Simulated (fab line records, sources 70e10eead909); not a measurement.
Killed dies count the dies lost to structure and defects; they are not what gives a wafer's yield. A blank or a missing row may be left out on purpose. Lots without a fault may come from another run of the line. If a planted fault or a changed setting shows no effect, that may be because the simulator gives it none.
Which tool did it?	flow nandHarc	72 wafers from 24 lots sampled at 5 of the route's 1159 steps

## WHAT THE GAUGES READ, wafer by wafer
NHARC_A_SOURCE_PLATE_THK_MEAS_06: measures by ellipsometry.
lot	measured	on	thkNm (nm)
L074	day 6 23:36	filmMetro-02	201.7 200.4 200.6
L075	day 7 21:23	filmMetro-01	200.9 198.7 196.1
L077	day 8 01:19	filmMetro-02	196.4 196.3 198.2
L076	day 8 01:19	filmMetro-01	196.2 201.2 199.4
L079	day 8 14:19	filmMetro-01	196.4 197.3 197.6
L078	day 8 14:19	filmMetro-02	199.5 196.7 195.0
L080	day 9 00:23	filmMetro-02	197.7 198.4 197.3
L081	day 9 00:23	filmMetro-01	197.6 200.7 200.6
L082	day 9 14:16	filmMetro-01	202.1 205.0 202.1
L084	day 10 04:55	filmMetro-01	198.7 198.7 200.2
L083	day 10 04:55	filmMetro-02	199.8 198.5 199.8
L085	day 10 20:02	filmMetro-02	198.8 202.9 200.9
L087	day 11 01:57	filmMetro-02	198.0 196.8 196.2
L086	day 11 01:56	filmMetro-01	203.0 200.6 200.9
L088	day 11 01:57	filmMetro-02	202.5 200.8 201.9
L089	day 11 18:20	filmMetro-02	200.4 202.1 201.9
L090	day 11 18:21	filmMetro-02	196.7 196.1 198.5
L091	day 11 18:20	filmMetro-01	199.4 195.4 196.4
L092	day 11 18:20	filmMetro-01	199.8 201.1 201.1
L093	day 12 10:09	filmMetro-02	195.5 202.0 196.2
L095	day 12 10:10	filmMetro-02	199.7 199.1 200.9
L094	day 12 10:10	filmMetro-01	205.0 204.1 203.8
L096	day 12 21:23	filmMetro-02	199.6 198.5 199.3
L097	day 12 21:23	filmMetro-01	201.2 202.5 200.8

## WHICH TOOL RAN EACH LOT (tool, then ch and the chambers of the sampled wafers, then the start)
lot	NHARC_P_BONDPAD_DEP_00	NHARC_P_BONDPAD_STRIP_15	NHARC_P_BONDPAD_ANNEAL_28	NHARC_P_BONDPAD_CMP_19
L074	pecvd-02 ch 1,2, day 6 01:16 or earlier	rieDiel-01 ch 0,1,3, day 6 01:16	rtpAnneal-02 ch 0, day 6 02:31	cmp-04 ch 0,3, day 6 02:53
L075	pecvd-02 ch 0,1,2, day 6 20:07 or earlier	rieDiel-03 ch 0,1, day 6 20:07	rtpAnneal-02 ch 0, day 6 21:26	cmp-02 ch 0,1,2, day 6 21:44
L077	pecvd-03 ch 1,2, day 6 21:47	rieDiel-03 ch 0,1, day 6 23:23	rtpAnneal-02 ch 0, day 7 00:47	cmp-01 ch 0,1,3, day 7 01:05
L076	pecvd-03 ch 1,2, day 6 22:17	rieDiel-03 ch 0,1,3, day 7 00:07	rtpAnneal-01 ch 0, day 7 01:26	cmp-01 ch 1,2,3, day 7 01:46
L079	pecvd-04 ch 0,1, day 7 10:10 or earlier	rieDiel-09 ch 0,1,2, day 7 10:10	rtpAnneal-02 ch 0, day 7 11:31	cmp-04 ch 1,2,3, day 7 11:49
L078	pecvd-04 ch 0,1, day 7 08:40	rieDiel-03 ch 1,2, day 7 10:29	rtpAnneal-01 ch 0, day 7 11:49	cmp-02 ch 1,3, day 7 12:08
L080	pecvd-04 ch 0,1,2, day 7 23:21 or earlier	rieDiel-03 ch 0,3, day 7 23:21	rtpAnneal-01 ch 0, day 8 00:42	cmp-04 ch 0,1,2, day 8 01:03
L081	pecvd-03 ch 1,2, day 7 23:39	rieDiel-09 ch 1,3, day 8 01:32	rtpAnneal-02 ch 0, day 8 02:52	cmp-02 ch 1,3, day 8 03:14
L082	pecvd-03 ch 1,2, day 8 10:11	rieDiel-03 ch 0,1,2, day 8 12:01	rtpAnneal-01 ch 0, day 8 13:53	cmp-04 ch 2,3, day 8 14:16
L084	pecvd-04 ch 0,1,2, day 9 02:25 or earlier	rieDiel-01 ch 0,2, day 9 02:25	rtpAnneal-01 ch 0, day 9 03:49	cmp-01 ch 1,2, day 9 04:04
L083	pecvd-04 ch 0,1, day 9 01:22	rieDiel-03 ch 0,1,2, day 9 03:08	rtpAnneal-02 ch 0, day 9 04:26	cmp-04 ch 0,1, day 9 04:47
L085	pecvd-03 ch 0,1, day 9 16:17	rieDiel-01 ch 0,1,3, day 9 18:00	rtpAnneal-02 ch 0, day 9 19:19	cmp-04 ch 1,2,3, day 9 19:41
L087	pecvd-04 ch 0,2, day 9 21:59	rieDiel-01 ch 1,3, day 10 00:10	rtpAnneal-01 ch 0, day 10 01:33	cmp-02 ch 0,2, day 10 01:53
L086	pecvd-02 ch 0,1,2, day 10 01:14 or earlier	rieDiel-01 ch 0,3, day 10 01:14	rtpAnneal-01 ch 0, day 10 02:41	cmp-02 ch 0,1,3, day 10 03:05
L088	pecvd-02 ch 0,2, day 10 01:43	rieDiel-01 ch 1,2, day 10 03:31	rtpAnneal-01 ch 0, day 10 04:57	cmp-01 ch 0,1,3, day 10 05:16
L089	pecvd-02 ch 0,2, day 10 13:50	rieDiel-03 ch 1,2,3, day 10 15:38	rtpAnneal-01 ch 0, day 10 16:55	cmp-01 ch 2,3, day 10 17:16
L090	pecvd-03 ch 0,2, day 10 15:29	rieDiel-03 ch 1,2, day 10 17:17	rtpAnneal-01 ch 0, day 10 18:39	cmp-02 ch 1,2, day 10 18:59
L091	pecvd-02 ch 0,1,2, day 10 19:16 or earlier	rieDiel-03 ch 2,3, day 10 19:16	rtpAnneal-01 ch 0, day 10 20:34	cmp-04 ch 0,1,2, day 10 20:54
L092	pecvd-02 ch 0,1,2, day 10 18:12	rieDiel-03 ch 0,2,3, day 10 20:03	rtpAnneal-01 ch 0, day 10 21:34	cmp-01 ch 0,1,3, day 10 21:56
L093	pecvd-03 ch 0,1,2, day 11 04:55	rieDiel-03 ch 1,2,3, day 11 06:45	rtpAnneal-01 ch 0, day 11 07:59	cmp-04 ch 0,1,2, day 11 08:24
L095	pecvd-02 ch 1,2, day 11 07:26 or earlier	rieDiel-03 ch 1,2,3, day 11 07:26	rtpAnneal-01 ch 0, day 11 08:46	cmp-01 ch 0,2,3, day 11 09:07
L094	pecvd-03 ch 0,1, day 11 06:13	rieDiel-03 ch 1,2,3, day 11 08:02	rtpAnneal-01 ch 0, day 11 09:33	cmp-04 ch 0,1,2, day 11 09:55
L096	pecvd-02 ch 1,2, day 11 17:54	rieDiel-01 ch 0,1, day 11 19:40	rtpAnneal-02 ch 0, day 11 21:14	cmp-02 ch 1,2,3, day 11 21:35
L097	pecvd-03 ch 0,1, day 11 20:29	rieDiel-03 ch 1,2,3, day 11 22:29	rtpAnneal-01 ch 0, day 11 23:49	cmp-02 ch 1,2,3, day 12 00:07
- NHARC_P_BONDPAD_DEP_00: deposits SiCN, target thk 250 nm.
- NHARC_P_BONDPAD_STRIP_15: strips in O2.
- NHARC_P_BONDPAD_ANNEAL_28: time 90 s.
- NHARC_P_BONDPAD_CMP_19: polishes, t overpolish 30 s, cu recess touch 16 s, target thk 160.81 nm.

## WHAT THE TOOLS THEMSELVES READ (means of the sampled wafers that have a number; where no wafer has one, the mark that the record gives instead)
NHARC_P_BONDPAD_DEP_00.
lot	tool	heaterPowerW (W)
L074	pecvd-02	547
L075	pecvd-02	612
L077	pecvd-03	596
L076	pecvd-03	618
L079	pecvd-04	678
L078	pecvd-04	692
L080	pecvd-04	591
L081	pecvd-03	630
L082	pecvd-03	638
L084	pecvd-04	599
L083	pecvd-04	656
L085	pecvd-03	600
L087	pecvd-04	610
L086	pecvd-02	609
L088	pecvd-02	607
L089	pecvd-02	578
L090	pecvd-03	691
L091	pecvd-02	616
L092	pecvd-02	637
L093	pecvd-03	599
L095	pecvd-02	582
L094	pecvd-03	563
L096	pecvd-02	554
L097	pecvd-03	587

NHARC_P_BONDPAD_STRIP_15.
lot	tool	chamberPressureMTorr (mTorr)	drypumpMotorCurrentA (A)	oesProductAu (a.u.)	rfVppV (V)	showerheadPlenumPTorr (Torr)	throttleValvePct (%)
L074	rieDiel-01	60.04	5.5	0.996	57.8	3.68	17.038
L075	rieDiel-03	59.93	5.8	1.013	57.8	3.36	17.036
L077	rieDiel-03	59.98	5.8	1.034	57.8	3.36	17.041
L076	rieDiel-03	59.95	5.6	0.998	57.3	3.43	17.041
L079	rieDiel-09	59.98	5.8	0.996	58.0	3.67	17.038
L078	rieDiel-03	60.01	5.7	1.012	57.4	3.34	17.041
L080	rieDiel-03	60.00	5.3	0.994	57.9	3.51	17.031
L081	rieDiel-09	59.99	5.3	1.006	59.3	3.68	17.040
L082	rieDiel-03	60.00	5.9	1.010	57.2	3.38	17.036
L084	rieDiel-01	59.98	5.9	1.003	57.3	3.44	17.036
L083	rieDiel-03	60.01	5.9	1.015	57.3	3.38	17.039
L085	rieDiel-01	60.01	5.5	0.991	58.0	3.66	17.041
L087	rieDiel-01	60.02	5.7	0.990	57.4	3.65	17.032
L086	rieDiel-01	59.99	5.5	0.988	58.1	3.67	17.037
L088	rieDiel-01	60.03	6.1	0.988	57.4	3.42	17.040
L089	rieDiel-03	60.00	5.5	1.001	57.6	3.41	17.031
L090	rieDiel-03	60.02	5.8	1.015	57.6	3.34	17.036
L091	rieDiel-03	59.99	5.2	0.988	57.6	3.49	17.044
L092	rieDiel-03	59.98	5.7	0.993	57.6	3.45	17.037
L093	rieDiel-03	59.96	5.5	1.003	57.7	3.41	17.042
L095	rieDiel-03	60.04	5.5	1.008	57.0	3.41	17.037
L094	rieDiel-03	60.04	5.5	1.012	57.3	3.41	17.041
L096	rieDiel-01	59.91	5.5	1.003	58.7	3.64	17.034
L097	rieDiel-03	60.01	5.5	1.011	57.1	3.41	17.039

NHARC_P_BONDPAD_ANNEAL_28.
lot	tool	annealTempC (C)	wafer_temp_C_max
L074	rtpAnneal-02	224.92	226.0
L075	rtpAnneal-02	225.00	226.4
L077	rtpAnneal-02	225.10	226.0
L076	rtpAnneal-01	225.02	226.3
L079	rtpAnneal-02	225.08	226.3
L078	rtpAnneal-01	224.93	226.3
L080	rtpAnneal-01	225.12	226.4
L081	rtpAnneal-02	225.05	226.2
L082	rtpAnneal-01	224.74	226.7
L084	rtpAnneal-01	224.96	226.5
L083	rtpAnneal-02	224.92	226.1
L085	rtpAnneal-02	225.20	226.0
L087	rtpAnneal-01	224.97	226.5
L086	rtpAnneal-01	224.66	226.3
L088	rtpAnneal-01	225.02	226.3
L089	rtpAnneal-01	224.99	226.3
L090	rtpAnneal-01	224.96	226.4
L091	rtpAnneal-01	225.20	226.2
L092	rtpAnneal-01	224.94	226.8
L093	rtpAnneal-01	224.97	226.3
L095	rtpAnneal-01	224.99	226.3
L094	rtpAnneal-01	224.95	226.2
L096	rtpAnneal-02	224.97	226.3
L097	rtpAnneal-01	225.13	226.3

NHARC_P_BONDPAD_CMP_19.
lot	tool	motorCurrentA (A)	overpolishRunS (s)
L074	cmp-04	13.2	29.998
L075	cmp-02	12.6	30.006
L077	cmp-01	11.8	30.003
L076	cmp-01	11.1	30.005
L079	cmp-04	13.1	30.003
L078	cmp-02	10.7	30.000
L080	cmp-04	13.0	30.000
L081	cmp-02	12.0	30.001
L082	cmp-04	13.3	29.995
L084	cmp-01	10.5	29.993
L083	cmp-04	13.2	30.003
L085	cmp-04	13.3	29.996
L087	cmp-02	12.4	29.996
L086	cmp-02	11.9	30.002
L088	cmp-01	11.6	30.002
L089	cmp-01	11.7	30.000
L090	cmp-02	12.3	30.001
L091	cmp-04	13.2	30.006
L092	cmp-01	11.7	30.001
L093	cmp-04	13.0	30.000
L095	cmp-01	12.1	30.008
L094	cmp-04	12.7	29.997
L096	cmp-02	11.6	30.005
L097	cmp-02	11.9	29.988

## THE ANSWER, worked out from the rows above alone
Rule: usual is defined by the lots themselves. The widest of any qualifying gaps counts: lots, ordered by their means at a reading, are off when they make up no more than a third of the lots, leave a main group of 4 or more, and stand apart from it by 3 or more times the standard deviation of that group's means. Not used: any main group whose means are identical at the precision the tables above print for the reading. Also off: a lot with no number at a reading for which 4 or more lots have one. Any other lot the step has rows for is counted as sound. First the gauges in route order, then the tools' own readings, where a lot's mean is used as printed above. At the first step where some lot is off, the reading lying furthest off is the one used; lots without a number count as furthest.
None of the lots is off at any reading shown; this tells nothing.

## WHAT THE SIMULATOR HAD PUT IN
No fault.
